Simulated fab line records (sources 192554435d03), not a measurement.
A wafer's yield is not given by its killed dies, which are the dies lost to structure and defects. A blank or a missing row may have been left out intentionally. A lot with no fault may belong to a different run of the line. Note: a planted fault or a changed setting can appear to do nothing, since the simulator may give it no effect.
What tool caused it?    flow n5Finfet    24 lots with 72 wafers sampled at 6 steps, on a route of 1938 steps

WHAT THE GAUGES READ, wafer by wafer
N5_BEOL_M11_RS_MEAS_57: a four-point-probe measurement.
lot   measured      on            M11_RS (ohm/sq)
L074  day 11 12:13  filmMetro-01  0.155 0.156 0.145
L075  day 11 13:13  filmMetro-01  0.155 0.154 0.155
L076  day 12 05:58  filmMetro-02  0.159 0.146 0.149
L077  day 12 06:14  filmMetro-01  0.158 0.152 0.158
L078  day 12 06:25  filmMetro-01  0.148 0.159 0.151
L081  day 12 17:38  filmMetro-01  0.151 0.151 0.153
L082  day 13 02:28  filmMetro-02  0.144 0.153 0.155
L080  day 13 06:30  filmMetro-01  0.159 0.155 0.144
L079  day 13 06:52  filmMetro-02  0.154 0.150 0.159
L084  day 13 10:36  filmMetro-02  0.151 0.144 0.155
L083  day 13 18:54  filmMetro-01  0.152 0.158 0.143
L086  day 13 21:08  filmMetro-02  0.158 0.156 0.161
L085  day 14 03:08  filmMetro-01  0.149 0.155 0.148
L090  day 14 11:27  filmMetro-01  0.153 0.145 0.147
L087  day 14 21:58  filmMetro-01  0.156 0.154 0.154
L088  day 15 02:37  filmMetro-02  0.158 0.149 0.147
L089  day 15 05:38  filmMetro-01  0.157 0.156 0.156
L092  day 15 16:07  filmMetro-01  0.157 0.155 0.152
L091  day 15 19:26  filmMetro-01  0.160 0.157 0.148
L093  day 15 20:31  filmMetro-01  0.147 0.144 0.147
L094  day 16 07:49  filmMetro-01  0.156 0.156 0.156
L095  day 16 21:25  filmMetro-02  0.151 0.160 0.154
L097  day 17 00:30  filmMetro-02  0.146 0.154 0.148
L096  day 17 00:15  filmMetro-02  0.161 0.162 0.151

N5_BEOL_M12_CD_MEAS_10: target cd 140 nm.
lot   measured      on        cdNm (nm)
L074  day 11 12:43  cdSem-01  142.0 141.0 140.2
L075  day 11 13:53  cdSem-03  141.7 141.5 139.6
L076  day 12 06:35  cdSem-01  141.8 142.7 141.1
L077  day 12 06:44  cdSem-01  140.5 142.0 139.8
L078  day 12 06:55  cdSem-03  143.3 140.4 141.3
L081  day 12 18:16  cdSem-02  140.0 143.5 141.1
L082  day 13 03:17  cdSem-01  139.3 140.1 140.9
L080  day 13 07:11  cdSem-02  136.6 140.7 141.5
L079  day 13 07:29  cdSem-01  138.3 140.3 141.0
L084  day 13 11:06  cdSem-01  139.5 140.4 139.2
L083  day 13 19:25  cdSem-03  135.4 141.2 142.9
L086  day 13 21:45  cdSem-02  140.3 137.1 138.2
L085  day 14 03:46  cdSem-03  141.6 140.4 138.1
L090  day 14 11:57  cdSem-02  140.6 140.8 138.5
L087  day 14 22:35  cdSem-01  139.3 140.7 140.4
L088  day 15 03:14  cdSem-03  142.4 141.8 136.6
L089  day 15 06:07  cdSem-02  142.6 144.0 143.0
L092  day 15 16:44  cdSem-02  142.9 140.6 141.3
L091  day 15 20:03  cdSem-03  139.4 138.8 138.9
L093  day 15 21:01  cdSem-01  142.2 140.7 142.2
L094  day 16 08:22  cdSem-03  140.5 138.4 141.2
L095  day 16 22:02  cdSem-01  144.0 140.5 140.8
L097  day 17 01:00  cdSem-03  141.9 143.6 139.1
L096  day 17 00:45  cdSem-01  141.3 140.1 140.1

TOOL THAT RAN EACH LOT (tool first, then ch and the chambers of the sampled wafers, then the start)
lot   N5_BEOL_M11_STRIP_36               N5_BEOL_M11_DEGAS_44         N5_BEOL_M11_SURFACE_TREAT_76  N5_BEOL_M12_ILD_DEP_00
L074  rieDiel-06 ch 2,3, day 11 09:29    pvdSputter-03, day 11 10:25  pvdSputter-03, day 11 10:53   pecvd-02 ch 0,1,2, day 11 12:16
L075  rieDiel-04 ch 0,3, day 11 09:55    pvdSputter-03, day 11 10:49  pvdSputter-01, day 11 11:20   pecvd-03 ch 0,2, day 11 13:17
L076  rieDiel-03 ch 0,2,3, day 12 02:26  pvdSputter-03, day 12 04:13  pvdSputter-01, day 12 04:40   pecvd-01 ch 0,1,2, day 12 06:01
L077  rieDiel-04 ch 1,3, day 12 03:01    pvdSputter-03, day 12 04:17  pvdSputter-01, day 12 04:42   pecvd-03 ch 0,2, day 12 06:18
L078  rieDiel-06 ch 1,2, day 12 03:07    pvdSputter-03, day 12 04:22  pvdSputter-03, day 12 04:47   pecvd-01 ch 0,1, day 12 06:29
L081  rieDiel-04 ch 0,3, day 12 13:18    pvdSputter-03, day 12 16:03  pvdSputter-01, day 12 16:27   pecvd-03 ch 0,1,2, day 12 17:41
L082  rieDiel-04 ch 0,2,3, day 12 23:13  pvdSputter-01, day 12 23:59  pvdSputter-03, day 13 00:40   pecvd-01 ch 2, day 13 02:32
L080  rieDiel-03 ch 1,2,3, day 13 01:44  pvdSputter-01, day 13 04:53  pvdSputter-03, day 13 05:20   pecvd-01 ch 1,2, day 13 06:34
L079  rieDiel-06 ch 1,2,3, day 13 01:53  pvdSputter-01, day 13 04:58  pvdSputter-03, day 13 05:38   pecvd-03 ch 0,2, day 13 06:55
L084  rieDiel-03 ch 0,3, day 13 07:13    pvdSputter-03, day 13 08:24  pvdSputter-03, day 13 08:50   pecvd-02 ch 0,1,2, day 13 10:40
L083  rieDiel-04 ch 1,2,3, day 13 15:10  pvdSputter-03, day 13 16:43  pvdSputter-03, day 13 17:26   pecvd-02 ch 0,1,2, day 13 18:58
L086  rieDiel-03 ch 1,3, day 13 18:16    pvdSputter-01, day 13 19:18  pvdSputter-01, day 13 19:59   pecvd-01 ch 0,1,2, day 13 21:11
L085  rieDiel-03 ch 0,2,3, day 13 23:19  pvdSputter-02, day 14 00:23  pvdSputter-01, day 14 00:55   pecvd-03 ch 0,1, day 14 03:12
L090  rieDiel-04 ch 2,3, day 14 07:36    pvdSputter-01, day 14 08:34  pvdSputter-01, day 14 09:17   pecvd-01 ch 0,1,2, day 14 11:31
L087  rieDiel-04 ch 0,1, day 14 18:55    pvdSputter-02, day 14 19:47  pvdSputter-02, day 14 20:13   pecvd-01 ch 1,2, day 14 22:01
L088  rieDiel-03 ch 2,3, day 14 22:01    pvdSputter-02, day 15 01:02  pvdSputter-02, day 15 01:26   pecvd-01 ch 0,1, day 15 02:41
L089  rieDiel-04 ch 0,1, day 15 01:27    pvdSputter-01, day 15 03:46  pvdSputter-01, day 15 04:13   pecvd-02 ch 1,2, day 15 05:41
L092  rieDiel-04 ch 0,1,3, day 15 13:03  pvdSputter-01, day 15 13:57  pvdSputter-01, day 15 14:26   pecvd-01 ch 0,1,2, day 15 16:13
L091  rieDiel-03 ch 0,1,3, day 15 16:45  pvdSputter-01, day 15 17:45  pvdSputter-01, day 15 18:16   pecvd-02 ch 0,1,2, day 15 19:29
L093  rieDiel-03 ch 0,2, day 15 17:13    pvdSputter-01, day 15 18:33  pvdSputter-02, day 15 19:01   pecvd-01 ch 0,1,2, day 15 20:35
L094  rieDiel-04 ch 1,3, day 16 05:08    pvdSputter-03, day 16 06:06  pvdSputter-01, day 16 06:36   pecvd-02 ch 1, day 16 07:52
L095  rieDiel-06 ch 0,1, day 16 17:26    pvdSputter-03, day 16 18:13  pvdSputter-02, day 16 18:42   pecvd-01 ch 0,1,2, day 16 21:28
L097  rieDiel-03 ch 2,3, day 16 20:13    pvdSputter-01, day 16 21:20  pvdSputter-02, day 16 23:10   pecvd-02 ch 0,1,2, day 17 00:37
L096  rieDiel-06 ch 1,3, day 16 20:26    pvdSputter-03, day 16 21:22  pvdSputter-02, day 16 23:05   pecvd-02 ch 0,2, day 17 00:19
- N5_BEOL_M11_STRIP_36: strips in N2/H2.
- N5_BEOL_M11_DEGAS_44: time 60 s.
- N5_BEOL_M11_SURFACE_TREAT_76
- N5_BEOL_M12_ILD_DEP_00: deposits SiOC from DEMS/O2, target thk 658.92 nm, time 130.7 s.

AS READ BY THE TOOLS THEMSELVES (means over the sampled wafers that have a number; for cases with no such wafer, the mark the record gives instead)
N5_BEOL_M11_STRIP_36.
lot   tool        drypumpMotorCurrentA (A)  oesProductAu (a.u.)  powerW (W)  rfVppV (V)  showerheadPlenumPTorr (Torr)  throttleValvePct (%)
L074  rieDiel-06  5.8                       0.72                 448.7       56.8        2.43                          23.78
L075  rieDiel-04  5.8                       0.80                 450.5       59.5        2.60                          23.57
L076  rieDiel-03  6.1                       0.89                 449.8       59.2        2.55                          23.41
L077  rieDiel-04  6.0                       0.71                 449.6       58.9        2.63                          23.53
L078  rieDiel-06  5.4                       0.75                 450.7       58.4        2.48                          23.67
L081  rieDiel-04  5.6                       0.76                 450.2       58.7        2.61                          23.75
L082  rieDiel-04  6.0                       0.83                 449.9       60.6        2.60                          23.65
L080  rieDiel-03  5.9                       0.78                 449.6       60.6        2.55                          23.43
L079  rieDiel-06  5.6                       0.73                 450.6       58.1        2.46                          23.83
L084  rieDiel-03  6.3                       0.89                 450.5       58.6        2.59                          23.31
L083  rieDiel-04  6.0                       0.79                 450.4       59.8        2.62                          23.67
L086  rieDiel-03  5.9                       0.74                 450.1       59.5        2.61                          23.63
L085  rieDiel-03  6.1                       0.86                 451.4       59.2        2.54                          23.42
L090  rieDiel-04  6.0                       0.85                 450.0       58.9        2.61                          23.78
L087  rieDiel-04  6.2                       0.78                 450.3       58.6        2.59                          23.37
L088  rieDiel-03  5.9                       0.81                 450.2       59.5        2.49                          23.29
L089  rieDiel-04  6.2                       0.77                 448.6       60.6        2.59                          23.39
L092  rieDiel-04  5.9                       0.73                 450.6       60.6        2.60                          23.59
L091  rieDiel-03  6.1                       0.81                 449.8       59.4        2.59                          23.58
L093  rieDiel-03  5.9                       0.80                 449.8       59.4        2.49                          23.51
L094  rieDiel-04  6.0                       0.71                 450.1       60.6        2.61                          23.57
L095  rieDiel-06  5.4                       0.68                 450.5       57.8        2.49                          24.01
L097  rieDiel-03  5.9                       0.80                 450.9       58.5        2.48                          23.30
L096  rieDiel-06  5.5                       0.80                 450.5       61.5        2.59                          23.86

N5_BEOL_M11_DEGAS_44.
lot   tool           heaterPowerW (W)
L074  pvdSputter-03  327
L075  pvdSputter-03  317
L076  pvdSputter-03  304
L077  pvdSputter-03  303
L078  pvdSputter-03  321
L081  pvdSputter-03  311
L082  pvdSputter-01  384
L080  pvdSputter-01  366
L079  pvdSputter-01  367
L084  pvdSputter-03  314
L083  pvdSputter-03  319
L086  pvdSputter-01  393
L085  pvdSputter-02  328
L090  pvdSputter-01  371
L087  pvdSputter-02  313
L088  pvdSputter-02  312
L089  pvdSputter-01  360
L092  pvdSputter-01  366
L091  pvdSputter-01  393
L093  pvdSputter-01  364
L094  pvdSputter-03  310
L095  pvdSputter-03  296
L097  pvdSputter-01  374
L096  pvdSputter-03  314

N5_BEOL_M11_SURFACE_TREAT_76.
lot   tool           arFlowSccm (sccm)
L074  pvdSputter-03  29.93
L075  pvdSputter-01  30.07
L076  pvdSputter-01  30.01
L077  pvdSputter-01  30.05
L078  pvdSputter-03  29.94
L081  pvdSputter-01  29.94
L082  pvdSputter-03  30.02
L080  pvdSputter-03  30.07
L079  pvdSputter-03  29.95
L084  pvdSputter-03  30.00
L083  pvdSputter-03  29.98
L086  pvdSputter-01  30.06
L085  pvdSputter-01  30.10
L090  pvdSputter-01  30.00
L087  pvdSputter-02  30.04
L088  pvdSputter-02  29.95
L089  pvdSputter-01  29.97
L092  pvdSputter-01  29.98
L091  pvdSputter-01  30.02
L093  pvdSputter-02  29.92
L094  pvdSputter-01  29.99
L095  pvdSputter-02  30.05
L097  pvdSputter-02  29.98
L096  pvdSputter-02  30.02

N5_BEOL_M12_ILD_DEP_00.
lot   tool      heaterPowerW (W)  showerheadPlenumPTorr (Torr)  throttleValvePct (%)
L074  pecvd-02  557               5.683                         11.6
L075  pecvd-03  508               5.684                         11.5
L076  pecvd-01  465               5.699                         12.4
L077  pecvd-03  443               5.686                         11.4
L078  pecvd-01  478               5.710                         13.2
L081  pecvd-03  479               5.700                         11.5
L082  pecvd-01  505               5.697                         10.7
L080  pecvd-01  468               5.709                         11.5
L079  pecvd-03  547               5.694                         11.4
L084  pecvd-02  509               5.684                         11.6
L083  pecvd-02  541               5.693                         11.5
L086  pecvd-01  452               5.712                         12.4
L085  pecvd-03  522               5.712                         12.1
L090  pecvd-01  494               5.701                         12.4
L087  pecvd-01  484               5.712                         11.5
L088  pecvd-01  415               5.698                         13.2
L089  pecvd-02  549               5.673                         11.6
L092  pecvd-01  502               5.701                         12.6
L091  pecvd-02  561               5.691                         11.7
L093  pecvd-01  440               5.702                         12.3
L094  pecvd-02  550               5.671                         11.5
L095  pecvd-01  473               5.711                         12.5
L097  pecvd-02  522               5.684                         11.4
L096  pecvd-02  570               5.692                         11.7

THE ANSWER, worked out from the rows above alone
Rule: the lots themselves supply what counts as usual. Put in order of their means at a reading, lots are off if they are a third of the lots or fewer, leave a main group of 4 or more, and stand apart from it by a gap of 3 or more times the standard deviation of the main group's means; of several such gaps the widest counts. If all means in a main group match to the digits the tables above print for the reading, that group is not used. A lot without any number at a reading at which 4 lots or more have one is off too. Any other lot the step has rows for is counted as sound. The gauges are gone through in route order, then the tools' own readings, and for those a lot's mean is taken as printed above. At the first step where some lot is off, the reading lying furthest off is the one used; lots without a number count as furthest.
No lot is off at any reading shown: from this, nothing can be told.

WHAT THE SIMULATOR HAD INSERTED
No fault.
